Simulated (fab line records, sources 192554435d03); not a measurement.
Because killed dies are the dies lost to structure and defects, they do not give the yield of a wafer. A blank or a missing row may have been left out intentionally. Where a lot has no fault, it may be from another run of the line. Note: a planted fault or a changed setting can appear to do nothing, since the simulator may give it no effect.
fab line records | flow n5Finfet
[record] lots = 10 wafers = 30 lastDay = 17
route steps=1938 shown BEOL_M4@1081
lots untouched by any fault: they come from a run of this same line in which no faults occurred
startH: hours from the record's opening day to when the first of the lot's shown wafers began | waitH: time in hours since the lot's previous step | " unchanged from the row above | L1.1+2: one row covering several wafers at once | - no value, or no start given | * or withheld: withheld | < > ~ a bound
route shown NAME@n: names a module that has steps shown in the file, with the first one's number in the route | usual: the fault-free wafers' mean and standard deviation | same: alike in all rows | chamber/n: place in a boat | sites: the reading at each site | _std_site: how widely they spread, as a standard deviation | _edge_site: outer sites' mean less inner sites' | radiusMm: for every site, how far away it sits from the centre of the wafer | mask NAME#n: copy n | behind: the tool/chamber that last shaped the wafer | hold: what put the lot on hold/how long, in hours/how the hold closed | device: names the non-switching transistor (n, p or np) | end of line: at the end of the route, the tests of the same wafers | a step with no rows: only its recipe | killed: not the wafer's yield, but the dies lost to structure and defects at the first sort | map: the dies of a wafer, with x for killed, . for not killed, _ for no die there
set.NAME: the setting the step ran with; set.NAME@STEP: the setting that earlier step ran with | model.NAME: the simulator's own value behind a step, which no gauge read
steps of the route over a sample of lots; a table a step, a row a wafer
services: when a tool's chamber went out of use (startH, in hours from the record's first day, below 0 if earlier), for how many hours, and the reason
[[steps]]
[step N5_BEOL_M4_ALD_84]
[recipe] material = TaN targetThkA = * tempC = 275 aldPrecursorFamily = PDMAT aldCoReactant = NH3 pressureTorr = 3 carrierFlowSccm = 1500 pulseTimeS = 2 purgeTimeS = 3 coReactantPurgeTimeS = 2 coReactantPulseTimeS = 3 aldCycles = 30 precursorVesselTempC = 75 precursorVesselPressureTorr = 26.25 precursorVesselCarrierSccm = 1000
[usual] heaterPowerW = 410/43 precursorVesselPressureTorr = 26.25/0.046
// columns lot.wafer tool chamber startH waitH heaterPowerW precursorVesselPressureTorr
L913.1 aldMetal-04 0 166.90 0.0 393 26.23
L913.4 " 2 " " 478 26.26
L913.5 " 3 " " 371 26.32
L916.1 aldMetal-03 1 211.72 0.0 395 26.16
L916.5 " 3 " " 399 26.25
L916.6 " 0 " " 442 26.20
L918.2 aldMetal-04 3 227.83 0.0 358 26.18
L918.4 " 0 " " 385 26.30
L918.6 " 3 " " 375 26.25
L922.1 aldMetal-02 3 227.95 0.0 417 26.27
L922.2 " 1 " " 393 26.29
L922.5 " 3 " " 414 26.26
L926.3 aldMetal-02 1 247.77 0.2 395 26.26
L926.5 " 1 " " 397 26.20
L926.6 " 2 " " 400 26.25
L927.1 aldMetal-04 3 272.95 0.0 359 26.26
L927.2 " 0 " " 381 26.21
L927.3 " 1 " " 463 26.30
L930.1 aldMetal-03 2 296.28 0.0 475 26.15
L930.4 " 3 " " 404 26.27
L930.5 " 3 " " 401 26.32
L932.1 aldMetal-02 0 296.81 0.1 336 26.36
L932.4 " 3 " " 423 26.29
L932.6 " 3 " " 423 26.27
L933.1 aldMetal-02 0 305.42 0.0 339 26.30
L933.5 " 0 " " 343 26.28
L933.6 " 1 " " 400 26.24
L934.3 aldMetal-03 1 311.30 0.1 402 26.26
L934.5 " 1 " " 406 26.27
L934.6 " 2 " " 491 26.25
[step N5_BEOL_M4_SURFACE_TREAT_85]
[recipe] gas = Ar timeS = * ionEnergyEv = * ionCurrentMaCm2 = 0.5 pressureMtorr = * arFlowSccm = 30
[usual] throttleValvePct = *
// columns lot.wafer tool chamber startH waitH throttleValvePct
L913.1 pvdSputter-01 - 167.20 0.2 *
L913.4 " - " " *
L913.5 " - " " *
L916.1 pvdSputter-01 - 212.08 0.3 *
L916.5 " - " " *
L916.6 " - " " *
L918.2 pvdSputter-02 - 228.13 0.2 *
L918.4 " - " " *
L918.6 " - " " *
L922.1 pvdSputter-03 - 228.29 0.2 *
L922.2 " - " " *
L922.5 " - " " *
L926.3 pvdSputter-02 - 248.06 0.2 *
L926.5 " - " " *
L926.6 " - " " *
L927.1 pvdSputter-01 - 273.27 0.2 *
L927.2 " - " " *
L927.3 " - " " *
L930.1 pvdSputter-01 - 296.56 0.2 *
L930.4 " - " " *
L930.5 " - " " *
L932.1 pvdSputter-03 - 297.27 0.4 *
L932.4 " - " " *
L932.6 " - " " *
L933.1 pvdSputter-01 - 305.70 0.2 *
L933.5 " - " " *
L933.6 " - " " *
L934.3 pvdSputter-03 - 311.66 0.3 *
L934.5 " - " " *
L934.6 " - " " *
[step N5_BEOL_M4_ANNEAL_82]
[recipe] tempC = 400 timeS = 240 ambient = vacuum
[usual] heaterPowerW = 783/68 susceptorTempC = 399.98/0.25
// columns lot.wafer tool chamber startH waitH heaterPowerW susceptorTempC
L913.1 pvdSputter-01 - 167.94 0.0 635 400.11
L913.4 " - " " 744 400.34
L913.5 " - " " 628 400.65
L916.1 pvdSputter-01 - 213.12 0.0 762 399.47
L916.5 " - " " 643 399.93
L916.6 " - " " 741 399.75
L918.2 pvdSputter-03 - 229.01 0.0 733 400.14
L918.4 " - " " 869 400.10
L918.6 " - " " 827 400.19
L922.1 pvdSputter-02 - 229.13 0.0 739 400.06
L922.2 " - " " 802 400.07
L922.5 " - " " 780 399.73
L926.3 pvdSputter-03 - 249.46 0.0 726 400.28
L926.5 " - " " 736 400.01
L926.6 " - " " 794 400.27
L927.1 pvdSputter-01 - 274.09 0.0 641 400.07
L927.2 " - " " 731 399.78
L927.3 " - " " 762 400.05
L930.1 pvdSputter-01 - 297.30 0.0 640 400.21
L930.4 " - " " 769 399.44
L930.5 " - " " 756 399.99
L932.1 pvdSputter-03 - 298.07 0.0 785 399.80
L932.4 " - " " 831 399.93
L932.6 " - " " 883 400.13
L933.1 pvdSputter-03 - 306.64 0.0 803 399.72
L933.5 " - " " 745 399.78
L933.6 " - " " 783 399.67
L934.3 pvdSputter-03 - 312.66 0.0 811 400.15
L934.5 " - " " 816 400.31
L934.6 " - " " 747 400.35
[step N5_BEOL_M4_ANNEAL_87]
[recipe] tempC = 400 timeS = 240 ambient = vacuum
[usual] heaterPowerW = 782/68 susceptorTempC = 400.02/0.21
// columns lot.wafer tool chamber startH waitH heaterPowerW susceptorTempC
L913.1 pvdSputter-01 - 168.16 0.0 637 399.98
L913.4 " - " " 731 400.08
L913.5 " - " " 630 400.03
L916.1 pvdSputter-01 - 213.34 0.0 - -
L916.5 " - " " - -
L916.6 " - " " - -
L918.2 pvdSputter-03 - 229.23 0.0 - -
L918.4 " - " " - -
L918.6 " - " " - -
L922.1 pvdSputter-02 - 229.35 0.0 - -
L922.2 " - " " - -
L922.5 " - " " - -
L926.3 pvdSputter-03 - 249.68 0.0 714 399.85
L926.5 " - " " 718 399.87
L926.6 " - " " 803 399.92
L927.1 pvdSputter-01 - 274.31 0.0 631 400.07
L927.2 " - " " 719 399.79
L927.3 " - " " 743 399.93
L930.1 pvdSputter-01 - 297.52 0.0 639 400.03
L930.4 " - " " 771 400.01
L930.5 " - " " 772 400.22
L932.1 pvdSputter-03 - 298.29 0.0 818 399.87
L932.4 " - " " 822 399.84
L932.6 " - " " 849 400.04
L933.1 pvdSputter-03 - 306.86 0.0 827 400.12
L933.5 " - " " 755 400.19
L933.6 " - " " 776 400.23
L934.3 pvdSputter-03 - 312.88 0.0 822 400.12
L934.5 " - " " 822 400.33
L934.6 " - " " 721 400.24
[step N5_BEOL_M4_RC_MEAS_101]
[usual] DIBL_N = 36.3/1.2 DIBL_P = 36.3/1.4 IOFF_N = 0.157/0.02 IOFF_P = 0.22/0.033 ION_N = 675/9.6 ION_P = 465/8.2 SS_N = 71.4/0.45 SS_P = 73.3/0.54 VT_N = 249.8/2.5 VT_P = -249/3.2
// columns lot.wafer tool chamber startH waitH DIBL_N[mV/V] DIBL_P[mV/V] IOFF_N[nA/um] IOFF_P[nA/um] ION_N[uA/um] ION_P[uA/um] SS_N[mV/dec] SS_P[mV/dec] VT_N[mV] VT_P[mV]
L913.1 prober-01 0 170.35 0.0 37.2 38.5 0.169 0.23 681 466 71.4 72.8 246.2 -249
L913.4 " 0 " " 36.6 37.3 0.150 0.21 676 467 71.6 72.7 249.8 -251
L913.5 " 0 " " 35.3 36.4 0.137 0.20 661 457 71.5 73.0 251.9 -252
L916.1 prober-01 0 215.64 0.0 36.5 35.2 0.145 0.20 677 465 71.7 73.1 253.5 -251
L916.5 " 0 " " 37.5 37.4 0.176 0.24 690 477 71.7 73.4 246.0 -247
L916.6 " 0 " " 36.6 34.6 0.138 0.19 674 460 71.2 73.4 252.7 -251
L918.2 prober-02 0 231.51 0.2 37.3 37.8 0.178 0.22 683 471 72.2 72.9 244.7 -250
L918.4 " 0 " " 37.8 38.3 0.186 0.24 679 472 72.5 73.4 248.3 -250
L918.6 " 0 " " 36.0 35.7 0.139 0.19 670 463 71.3 72.7 251.5 -252
L922.1 prober-01 0 232.27 0.4 34.2 35.7 0.151 0.23 686 468 71.2 72.6 248.1 -247
L922.2 " 0 " " 34.5 36.1 0.159 0.23 670 470 71.8 72.4 245.6 -248
L922.5 " 0 " " 35.3 37.5 0.177 0.26 692 475 71.6 72.8 247.1 -246
L926.3 prober-01 0 252.24 0.3 34.5 34.8 0.155 0.19 679 468 71.6 73.8 249.4 -252
L926.5 " 0 " " 34.2 34.3 0.146 0.18 681 459 70.7 72.8 247.7 -255
L926.6 " 0 " " 33.8 34.0 0.141 0.17 670 459 71.5 72.9 248.8 -256
L927.1 prober-02 0 276.89 0.0 37.1 37.0 0.156 0.22 666 459 71.4 74.0 250.1 -249
L927.2 " 0 " " 36.4 36.4 0.154 0.21 671 457 72.1 73.0 252.0 -251
L927.3 " 0 " " 34.7 34.0 0.120 0.18 660 453 70.6 73.4 254.0 -253
L930.1 prober-02 0 299.64 0.0 35.0 35.0 0.143 0.25 674 464 72.2 73.6 251.8 -248
L930.4 " 0 " " 35.3 35.0 0.149 0.23 677 472 71.7 73.6 252.1 -247
L930.5 " 0 " " 34.5 33.3 0.137 0.21 687 473 71.4 73.2 250.9 -248
L932.1 prober-02 0 300.57 0.2 35.0 35.5 0.126 0.18 653 459 70.5 72.8 254.0 -251
L932.4 " 0 " " 35.4 36.4 0.127 0.19 661 460 71.3 73.2 254.7 -251
L932.6 " 0 " " 34.6 35.6 0.115 0.18 658 459 70.8 73.1 254.7 -252
L933.1 prober-02 0 308.98 0.0 38.3 38.4 0.206 0.26 675 463 72.1 74.6 247.8 -247
L933.5 " 0 " " 37.7 38.6 0.195 0.26 675 467 72.2 73.5 247.5 -249
L933.6 " 0 " " 38.1 38.6 0.199 0.26 692 474 71.5 73.9 244.4 -245
L934.3 prober-02 0 315.34 0.3 37.2 37.3 0.186 0.26 691 481 71.4 74.0 247.1 -246
L934.5 " 0 " " 37.1 36.7 0.174 0.25 683 473 71.6 74.1 249.6 -247
L934.6 " 0 " " 35.9 34.6 0.154 0.22 689 474 70.7 73.9 253.2 -250
[[services]]
// columns tool chamber startH hours kind
pvdSputter-03 - 161.93 6.6 repair
aldMetal-04 - 168.50 0.6 repair
pvdSputter-02 - 185.64 12.6 repair
aldMetal-04 2 221.73 19.1 repair
aldMetal-03 - 230.14 8.7 pm
aldMetal-02 0 300.13 4.0 repair
[[key]]
[firstSign] step = N5_BEOL_M4_ANNEAL_87 reading = toolRecord direction = missing
effect none on later readings
metAt N5_BEOL_M4_ANNEAL_87
struckLots L916,L918,L922
notActingAt N5_BEOL_M4_ALD_84,N5_BEOL_M4_SURFACE_TREAT_85,N5_BEOL_M4_ANNEAL_82
onsetBetween 168.16 213.34
[fault] kind = skippedStepWhole tool = pvdSputter-01,pvdSputter-02,pvdSputter-03 chamber = - onsetH = 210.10 steps = N5_BEOL_M4_ANNEAL_87 scope = struckLotsOnly
